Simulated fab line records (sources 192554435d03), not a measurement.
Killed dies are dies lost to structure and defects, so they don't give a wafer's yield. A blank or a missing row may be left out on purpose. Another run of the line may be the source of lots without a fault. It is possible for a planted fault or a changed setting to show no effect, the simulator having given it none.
fab line records	flow n5_finfet
record: lots: 11	wafers: 31	last_day: 16
route steps=1938 shown MIM_TOP_LITHO@1850 MIM_BOT_ETCH@1867 TV_LITHO@1879 PASSIVATION@1936
lots that met no fault: taken from a fault-free run of the same line
start_h: hours from the record's opening day to when the first of the lot's shown wafers began	wait_h: hours elapsed since this lot's preceding step	" unchanged from the row above	L1.1+2: one row covering several wafers at once	- no value, or no start given	* or withheld: withheld	< > ~ a bound
route shown NAME@n: NAME is a module with steps in the file, n the number in the route of the first one	usual: mean/standard deviation taken from wafers without a fault	same: alike in all rows	chamber/n: place in a boat	sites: each site's reading	_std_site: the values' standard deviation	_edge_site: outer sites' mean less inner sites'	radius_mm: how far each site lies from the wafer's centre	mask NAME#n: copy n	behind: the tool/chamber that last shaped the wafer	hold: what put the lot on hold/how long, in hours/how the hold closed	device: whichever transistor did not switch (one of n, p or np)	end of line: tests of these same wafers at the route's end	a step given without rows: its recipe and nothing more	killed: count of dies lost to structure and defects at first sort (not the wafer's yield)	map: a wafer's dies, marking killed ones x, the rest . and places with no die _
set.NAME: the setting the step ran with; set.NAME@STEP: the setting that earlier step ran with	model.NAME: the simulator's own value behind a step, which no gauge read
the route's steps for a sample of lots (tables are steps, rows are wafers)
services: the hour from which a tool's chamber was out of use, counted from the record's first day as start_h (under 0 if before that day), plus the number of hours and why
== steps ==
step: N5_MIM_TOP_LITHO_DESCUM_10
recipe: chemistry: O2	time_s: 7.9	source_power_w: 50	bias_power_w: 20	pressure_mtorr: 20	rf_frequency_hz: 2.712e+07	temp_c: 40	o2_flow_sccm: 225
usual: bias_power_w: 19.99/0.059	drypump_motor_current_A: 6.1/0.4	o2_flow_sccm: 225.0/0.67	oes_product_au: 0.81/0.089	rf_vpp_V: 243.1/1.3	showerhead_plenum_p_Torr: 2.10/0.066	throttle_valve_pct: 20.39/0.23
lot.wafer	tool	chamber	start_h	wait_h	bias_power_w	drypump_motor_current_A	o2_flow_sccm	oes_product_au	rf_hours_counter_h	rf_vpp_V	showerhead_plenum_p_Torr	throttle_valve_pct
L387.2	rie_diel-03	3	269.05	0.3	19.87	5.9	226.0	0.70	221	242.4	2.06	20.64
L387.4	"	1	"	"	20.05	5.5	225.7	0.68	218	243.2	2.17	20.44
L387.6	"	3	"	"	19.90	5.9	224.8	0.71	-	242.8	2.06	20.64
L389.3	rie_diel-06	1	269.07	0.2	19.95	6.6	225.1	0.89	39	243.3	2.12	20.06
L389.4	"	3	"	"	20.10	5.5	223.7	0.70	219	243.4	2.06	20.54
L389.5	"	2	"	"	19.93	6.0	224.3	0.90	-	242.2	2.07	20.47
L393.2	rie_diel-06	1	280.22	0.1	20.00	6.6	225.0	0.89	43	244.4	2.12	20.05
L393.4	"	3	"	"	20.05	5.5	226.1	0.70	222	242.0	2.06	20.56
L392.4	rie_diel-04	1	283.35	0.0	20.03	6.6	225.3	0.70	238	243.7	2.14	20.53
L392.6	"	2	"	"	19.99	5.5	225.0	0.78	-	243.2	2.04	20.43
L396.3	rie_diel-04	3	301.81	0.0	19.96	6.3	225.4	0.97	8	243.0	2.16	20.01
L396.4	"	3	"	"	20.06	6.3	225.6	0.97	-	244.1	2.16	20.02
L396.6	"	2	"	"	20.11	5.5	224.8	0.78	-	242.2	2.04	20.45
L394.4	rie_diel-06	1	305.09	0.0	19.99	6.6	224.7	0.88	50	243.7	2.11	20.07
L394.5	"	2	"	"	19.99	6.0	225.8	0.89	-	241.2	2.07	20.49
L394.6	"	1	"	"	20.05	6.6	224.1	0.88	-	243.4	2.11	20.07
L402.1	rie_diel-03	2	359.55	0.0	19.94	5.8	224.9	0.82	73	243.9	2.14	20.72
L402.4	"	0	"	"	19.90	6.5	225.5	0.82	-	243.4	2.10	20.74
L402.6	"	2	"	"	20.03	5.8	225.2	0.82	-	244.0	2.14	20.73
L403.2	rie_diel-06	1	366.34	0.3	20.00	6.7	225.0	0.85	73	243.9	2.11	20.10
L403.4	"	2	"	"	20.06	5.9	224.9	0.85	-	242.4	2.06	20.51
L403.6	"	1	"	"	19.97	6.6	225.5	0.85	-	244.9	2.11	20.11
L404.3	rie_diel-04	2	367.25	0.0	20.04	5.6	224.3	0.76	132	242.8	2.03	20.48
L404.4	"	0	"	"	20.00	6.0	225.1	0.66	-	240.3	1.96	20.33
L404.6	"	1	"	"	19.91	6.6	224.4	0.96	-	244.5	2.13	20.17
L406.4	rie_diel-04	2	369.85	0.1	19.95	5.5	225.5	0.76	-	241.8	2.03	20.49
L406.5	"	2	"	"	19.97	5.5	225.3	0.76	-	241.5	2.03	20.50
L406.6	"	1	"	"	20.02	6.6	225.0	0.95	-	242.3	2.13	20.16
L405.1	rie_diel-06	1	382.04	0.0	19.90	6.6	225.5	0.84	82	243.0	2.10	20.10
L405.3	"	2	"	"	19.99	5.9	224.4	0.84	66	243.3	2.06	20.53
L405.4	"	2	"	"	19.98	6.0	224.4	0.83	-	242.7	2.06	20.55
step: N5_MIM_BOT_ETCH_ETCH_03
recipe: chemistry: Cl2/BCl3	target_depth_a: 120	pressure_mtorr: 8	icp_w: 800	bias_w: 100	Cl2_flow_sccm: 20	bcl3_flow_sccm: 80
usual: drypump_motor_current_A: 5.7/0.45	oes_product_au: 0.86/0.097	throttle_valve_pct: 27.6/0.43
lot.wafer	tool	chamber	start_h	wait_h	drypump_motor_current_A	oes_product_au	rf_hours_counter_h	throttle_valve_pct
L387.2	rie_metal-03	0	270.38	0.1	6.3	0.80	47	27.9
L387.4	"	0	"	"	6.3	0.80	-	27.9
L387.6	"	0	"	"	6.3	0.80	-	27.9
L389.3	rie_metal-02	0	270.46	0.1	5.9	0.63	-	27.9
L389.4	"	0	"	"	5.9	0.62	-	27.9
L389.5	"	0	"	"	5.9	0.63	-	28.0
L393.2	rie_metal-01	0	281.27	0.1	4.9	0.86	21	28.3
L393.4	"	1	"	"	5.7	0.97	-	27.3
L392.4	rie_metal-03	1	284.55	0.1	5.3	0.79	-	27.1
L392.6	"	0	"	"	6.3	0.80	-	27.9
L396.3	rie_metal-03	0	302.86	0.1	6.3	0.79	-	27.9
L396.4	"	1	"	"	5.3	0.79	-	27.1
L396.6	"	0	"	"	6.3	0.79	-	27.9
L394.4	rie_metal-02	1	306.20	0.1	5.7	0.98	-	27.3
L394.5	"	1	"	"	5.7	0.99	-	27.3
L394.6	"	1	"	"	5.8	0.99	-	27.3
L402.1	rie_metal-01	1	360.65	0.1	5.8	0.91	10	27.3
L402.4	"	1	"	"	5.8	0.90	-	27.3
L402.6	"	0	"	"	4.8	0.83	-	28.3
L403.2	rie_metal-02	0	367.47	0.1	6.0	0.93	5	27.2
L403.4	"	1	"	"	5.7	0.95	-	27.3
L403.6	"	0	"	"	5.9	0.92	-	27.2
L404.3	rie_metal-02	0	368.84	0.1	6.0	0.93	-	27.2
L404.4	"	1	"	"	5.8	0.94	-	27.3
L404.6	"	1	"	"	5.8	0.94	-	27.3
L406.4	rie_metal-02	1	370.77	0.1	5.8	0.95	-	27.3
L406.5	"	0	"	"	6.0	0.93	-	27.2
L406.6	"	1	"	"	5.7	0.96	-	27.3
L405.1	rie_metal-02	1	383.37	0.1	5.8	0.94	6	27.3
L405.3	"	1	"	"	5.7	0.93	-	27.3
L405.4	"	0	"	"	6.0	0.91	-	27.1
step: N5_PASSIVATION_EXPOSE_07
recipe: mask_id: TV	na: 0.55	source_shape: conventional	sigma_outer: 0.8	polarization: unpolarized	defocus_nm: 0	target_cd_nm: 3000	dose_mj: 22.75
usual: exposure_dose_mJ_cm2: 22.754/0.021
lot.wafer	tool	chamber	start_h	wait_h	mask	exposure_dose_mJ_cm2
L389.3	krf_scanner-01	0	272.34	-	TV#0	22.770
L389.4	"	0	"	"	TV#0	22.761
L389.5	"	0	"	"	TV#0	22.760
L387.2	krf_scanner-01	0	272.37	-	TV#0	22.732
L387.4	"	0	"	"	TV#0	22.729
L387.6	"	0	"	"	TV#0	22.717
L393.2	krf_scanner-02	0	283.89	-	TV#0	22.753
L393.4	"	0	"	"	TV#0	22.768
L392.4	krf_scanner-02	0	286.04	-	TV#0	22.746
L392.6	"	0	"	"	TV#0	22.767
L396.3	krf_scanner-02	0	303.79	-	TV#0	22.750
L396.4	"	0	"	"	TV#0	22.741
L396.6	"	0	"	"	TV#0	22.783
L394.4	krf_scanner-01	0	309.02	-	TV#0	22.791
L394.5	"	0	"	"	TV#0	22.723
L394.6	"	0	"	"	TV#0	22.756
L402.1	krf_scanner-01	0	364.18	-	TV#0	23.294
L402.4	"	0	"	"	TV#0	23.288
L402.6	"	0	"	"	TV#0	23.266
L403.2	krf_scanner-01	0	371.01	-	TV#0	23.325
L403.4	"	0	"	"	TV#0	23.331
L403.6	"	0	"	"	TV#0	23.330
L404.3	krf_scanner-02	0	371.17	-	TV#0	22.769
L404.4	"	0	"	"	TV#0	22.778
L404.6	"	0	"	"	TV#0	22.776
L406.4	krf_scanner-02	0	372.48	-	TV#0	22.754
L406.5	"	0	"	"	TV#0	22.754
L406.6	"	0	"	"	TV#0	22.744
L405.1	krf_scanner-02	0	387.60	-	TV#0	22.747
L405.3	"	0	"	"	TV#0	22.748
L405.4	"	0	"	"	TV#0	22.752
step: N5_PASSIVATION_INSPECT_61
recipe: mode: adi	inspect_instrument: macro
usual: raw_defect_count: 2.2/1.5
lot.wafer	tool	chamber	start_h	wait_h	raw_defect_count
L389.3	defect_inspect-01	-	272.56	0.0	1
L389.4	"	-	"	"	0
L389.5	"	-	"	"	5
L387.2	defect_inspect-02	-	272.59	0.0	3
L387.4	"	-	"	"	0
L387.6	"	-	"	"	2
L393.2	defect_inspect-02	-	284.12	0.0	0
L393.4	"	-	"	"	5
L392.4	defect_inspect-02	-	286.25	0.0	2
L392.6	"	-	"	"	2
L396.3	defect_inspect-01	-	304.01	0.0	2
L396.4	"	-	"	"	2
L396.6	"	-	"	"	2
L394.4	defect_inspect-01	-	309.23	0.0	2
L394.5	"	-	"	"	3
L394.6	"	-	"	"	0
L402.1	defect_inspect-01	-	364.41	0.0	1
L402.4	"	-	"	"	4
L402.6	"	-	"	"	4
L403.2	defect_inspect-02	-	371.23	0.0	6
L403.4	"	-	"	"	2
L403.6	"	-	"	"	0
L404.3	defect_inspect-02	-	371.40	0.0	0
L404.4	"	-	"	"	1
L404.6	"	-	"	"	3
L406.4	defect_inspect-01	-	372.70	0.0	1
L406.5	"	-	"	"	2
L406.6	"	-	"	"	3
L405.1	defect_inspect-01	-	387.83	0.0	5
L405.3	"	-	"	"	4
L405.4	"	-	"	"	4
step: N5_PASSIVATION_PROBE_49
usual: defect_limited_yield: 91.2/1.5	killed_at_M0_to_M3: 31/10	killed_at_M4_up: 15/5.9	killed_at_contacts: 13/6	killed_at_front_end: 41/11	killed_at_other: 4/3.1	killed_dies: 104/18	killed_open: 68/13	killed_short: 33/8.1	sort_bin_4_leakage: 0.00/0.03	sort_bin_5_function: 5.1/1.1	sort_bin_6_memory: 3.2/0.69	sort_bin_8_speed: 0.01/0.045	sort_n_pass: 1076/18
same: gross_dies: 1180	killed_at_back_side: 0
lot.wafer	tool	chamber	start_h	wait_h	defect_limited_yield[%]	killed_at_M0_to_M3	killed_at_M4_up	killed_at_contacts	killed_at_front_end	killed_at_other	killed_dies	killed_open	killed_short	sort_bin_4_leakage[%]	sort_bin_5_function[%]	sort_bin_6_memory[%]	sort_bin_8_speed[%]	sort_n_pass
L393.2	prober-01	-	291.12	0.1	91.7	30	11	9	45	3	98	65	30	0	5.4	2.7	0	1082
L393.4	prober-01	-	291.22	0.2	91.3	42	18	13	29	1	103	76	24	0	4.9	3.6	0	1077
L392.4	prober-01	-	295.53	0.2	89.0	45	8	13	53	11	130	87	43	0	6.6	4.1	0	1050
L392.6	prober-01	-	295.63	0.3	90.0	38	23	19	32	6	118	85	32	0	6.1	3.5	0	1062
L406.4	prober-01	-	381.30	0.2	90.1	33	13	12	51	8	117	74	38	0	6.1	3.1	0	1063
L406.5	prober-01	-	381.35	0.2	89.5	50	7	7	53	7	124	72	51	0	6.0	3.9	0	1056
L406.6	prober-01	-	381.40	0.3	90.8	25	7	6	62	8	108	65	43	0	5.0	3.6	0	1072
killed by level:class
L393.2 STI_FIN_REVEAL:geometric_particle:open=14 BEOL_M1:geometric_particle:open=8 BEOL_M0_SAQP:geometric_particle:short=7 BEOL_M4:geometric_particle:open=6 MOL_CONTACT_COAG:geometric_particle:open=6 FIN_SAQP:geometric_particle:open=5 GATE_CUT:geometric_particle:short=5 BEOL_M0_SAQP:geometric_particle:open=5
L393.4 MOL_CONTACT_COAG:geometric_particle:open=12 BEOL_M3:geometric_particle:open=11 BEOL_M4:geometric_particle:open=10 STI_FIN_REVEAL:geometric_particle:open=7 BEOL_M0_SAQP:geometric_particle:open=7 FIN_SAQP:geometric_particle:open=6 BEOL_M0_SAQP:geometric_particle:short=6 BEOL_M1:geometric_particle:open=6
L392.4 FIN_SAQP:geometric_particle:open=16 BEOL_M2:geometric_particle:open=13 BEOL_M0_SAQP:geometric_particle:open=12 BEOL_M3:geometric_particle:open=8 FIN_SAQP:geometric_particle:short=7 MOL_CONTACT_COAG:geometric_particle:open=7 DUMMY_GATE:geometric_particle:open=6 MOL_CONTACT_COAG:geometric_particle:short=6
L392.6 BEOL_M4:geometric_particle:open=17 MOL_CONTACT_COAG:geometric_particle:open=15 FIN_SAQP:geometric_particle:open=10 BEOL_M3:geometric_particle:open=9 BEOL_M0_SAQP:geometric_particle:open=8 STI_FIN_REVEAL:geometric_particle:open=5 DUMMY_GATE:geometric_particle:open=4 MOL_CONTACT_COAG:geometric_particle:short=4
L406.4 BEOL_M0_SAQP:geometric_particle:open=11 DUMMY_GATE:geometric_particle:open=10 MOL_CONTACT_COAG:geometric_particle:open=9 FIN_SAQP:geometric_particle:open=7 STI_FIN_REVEAL:geometric_particle:open=7 BEOL_M4:geometric_particle:open=6 BEOL_M0_SAQP:geometric_particle:short=5 BEOL_M2:geometric_particle:open=5
L406.5 FIN_SAQP:geometric_particle:short=14 BEOL_M0_SAQP:geometric_particle:short=11 BEOL_M0_SAQP:geometric_particle:open=11 FIN_SAQP:geometric_particle:open=9 BEOL_M2:geometric_particle:open=9 STI_FIN_REVEAL:geometric_particle:open=8 BEOL_M3:geometric_particle:open=7 MOL_CONTACT_COAG:geometric_particle:open=5
L406.6 FIN_SAQP:geometric_particle:short=15 FIN_SAQP:geometric_particle:open=11 BEOL_M2:geometric_particle:open=10 STI_FIN_REVEAL:geometric_particle:open=9 DUMMY_GATE:geometric_particle:open=7 PASS1_CAP:geometric_particle:open=5 MOL_CONTACT_COAG:geometric_particle:open=4 ILD0:geometric_particle:short=4
== services ==
tool	chamber	start_h	hours	kind
krf_scanner-02	-	263.41	13.1	repair
krf_scanner-01	-	264.05	0.9	repair
rie_metal-02	1	267.76	-	clean
rie_metal-02	1	267.76	19.3	scheduled_down
rie_metal-02	1	267.76	19.3	vent_cycle
rie_diel-04	-	273.17	0.6	repair
krf_scanner-01	-	276.53	1.3	pm
krf_scanner-01	-	284.76	4.0	repair
rie_diel-04	1	300.68	13.4	repair
rie_metal-02	0	302.58	-	clean
rie_metal-02	0	302.58	21.6	scheduled_down
rie_metal-02	0	302.58	21.6	vent_cycle
krf_scanner-02	-	308.35	1.0	pm
rie_diel-03	-	309.50	4.3	pm
rie_diel-04	0	318.84	5.6	repair
rie_metal-02	1	319.00	20.6	repair
rie_diel-06	3	325.95	5.6	repair
krf_scanner-02	-	343.25	3.6	pm
krf_scanner-02	-	358.04	4.4	pm
krf_scanner-01	-	365.95	1.0	pm
krf_scanner-02	-	373.47	2.3	repair
krf_scanner-02	-	383.14	1.3	pm
krf_scanner-01	-	383.67	0.8	repair
rie_diel-06	-	385.31	2.8	pm
== key ==
first_sign: step: N5_PASSIVATION_EXPOSE_07	reading: exposure_dose_mJ_cm2	direction: up	sigmas: 26	usual: 22.754	struck: 23.306
effect none on later readings
met_at N5_PASSIVATION_EXPOSE_07
struck_lots L402,L403
not_acting_at N5_MIM_TOP_LITHO_DESCUM_10,N5_MIM_BOT_ETCH_ETCH_03,N5_PASSIVATION_INSPECT_61
onset_between 309.02 364.18
fault: kind: process_parameter_drift	tool: krf_scanner-01	chamber: -	onset_h: 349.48	steps: N5_PASSIVATION_EXPOSE_07	channel: dose_mj	offset: 0.56043	shape: step	acts_in: these_recipes_only	stated: 22.75
